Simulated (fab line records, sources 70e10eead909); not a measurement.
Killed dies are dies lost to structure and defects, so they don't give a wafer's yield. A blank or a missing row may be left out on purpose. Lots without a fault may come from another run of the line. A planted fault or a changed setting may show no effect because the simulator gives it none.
A struck lot beside a sound one | flow nand_harc | 15 steps out of a route of 1302
Sound: wafers L229.1, L229.4, L229.5. Struck: wafers L239.2, L239.3, L239.4. The cause comes at the end.
At each step with rows: each side's tool, then ch and its chambers, then its first start. Under that, the readings that differ: sound wafers | struck wafers | difference of the means | sigmas: that difference in standard deviations of wafers without a fault.
alike: readings whose means differ by less than 2 such deviations, and words and numbers that are the same on both sides. not compared: withheld readings, readings that some wafer has no value for, bounds like >300 that may hide the same value, and numbers for which the record gives no deviation and whose values overlap.
The two part at a step that has a row with sigmas, a row that says differs or no value, or rows on one side only. Numbers that don't overlap but have no deviation are shown without sigmas and don't part them. A reading that every wafer of one side lacks parts them only if that side has two wafers or more.

first, 7 steps without rows for these wafers: NHARC_P_BONDPAD_COAT_36 (time 65 s); NHARC_P_BONDPAD_COAT_03 (resist thk 600 nm); NHARC_P_BONDPAD_SOFTBAKE_04 (time 70 s); NHARC_P_BONDPAD_EBR_05; NHARC_P_BONDPAD_EXPOSE_06 (exposes mask P BPAD); NHARC_P_BONDPAD_PEB_07 (peb time 80 s); NHARC_P_BONDPAD_DEVELOP_08 (time 50 s).
NHARC_P_BONDPAD_CD_MEAS_09: target cd 500 nm.
  sound on cd_sem-02 ch 0, day 10 13:54; struck on cd_sem-02 ch 0, day 14 05:28
  alike: cd_nm
NHARC_P_BONDPAD_OVL_MEAS_38:
  sound on overlay-01, day 10 13:59; struck on overlay-01, day 14 05:34
  alike: overlay_x_nm, overlay_y_nm
then, 1 step without rows for these wafers: NHARC_P_BONDPAD_HARDBAKE_10 (time 65 s).
NHARC_P_BONDPAD_DESCUM_11: chemistry O2, time 3 s.
  sound on rie_diel-03 ch 2,3, day 10 14:07; struck on rie_diel-02 ch 0,1,2, day 14 05:43
  alike: drypump_motor_current_A, oes_product_au, rf_vpp_V, showerhead_plenum_p_Torr, throttle_valve_pct
  not compared: rf_hours_counter_h
NHARC_P_BONDPAD_ETCH_37: etches the open film in N2/H2, target depth 60 nm, overetch 18 nm, time 65.91 s.
  sound on rie_diel-03 ch 1,2, day 10 14:14; struck on rie_diel-02 ch 0,2,3, day 14 05:47
  alike: drypump_motor_current_A, n2_flow_sccm, oes_product_au, rf_fwd_power_W, rf_vpp_V, showerhead_plenum_p_Torr, throttle_valve_pct
  not compared: rf_hours_counter_h
NHARC_P_BONDPAD_ETCH_12: etches the open film in CHF3/O2, target depth 200 nm, time 100 s.
  sound on rie_diel-03 ch 2,3, day 10 14:20; struck on rie_diel-02 ch 1,2,3, day 14 05:53
  reading               | sound             | struck            | difference | sigmas
  oes_product_au (a.u.) | 0.964 0.975 0.962 | 1.138 1.162 1.133 | +0.177     | +8
  rf_fwd_power_W (W)    | 495.1 494.6 493.7 | 698.0 695.1 696.1 | +201.9     | +99 or more
  alike: drypump_motor_current_A, rf_vpp_V, showerhead_plenum_p_Torr, throttle_valve_pct
  not compared: rf_hours_counter_h
NHARC_P_BONDPAD_CD_MEAS_13:
  sound on cd_sem-02, day 10 14:28; struck on cd_sem-02, day 14 06:02
  alike: cd_nm
NHARC_END_SORT_01:
  the record has rows for the sound wafers here (prober-02 ch 0, day 28 10:11) and none for the struck ones

WHERE THEY PART
First at NHARC_P_BONDPAD_ETCH_12; last, within this record, at NHARC_END_SORT_01.

WHY: what the simulator had put in
Process parameter drift: rie_diel-02, from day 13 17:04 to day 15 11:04, at NHARC_P_BONDPAD_ETCH_12. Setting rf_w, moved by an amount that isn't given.
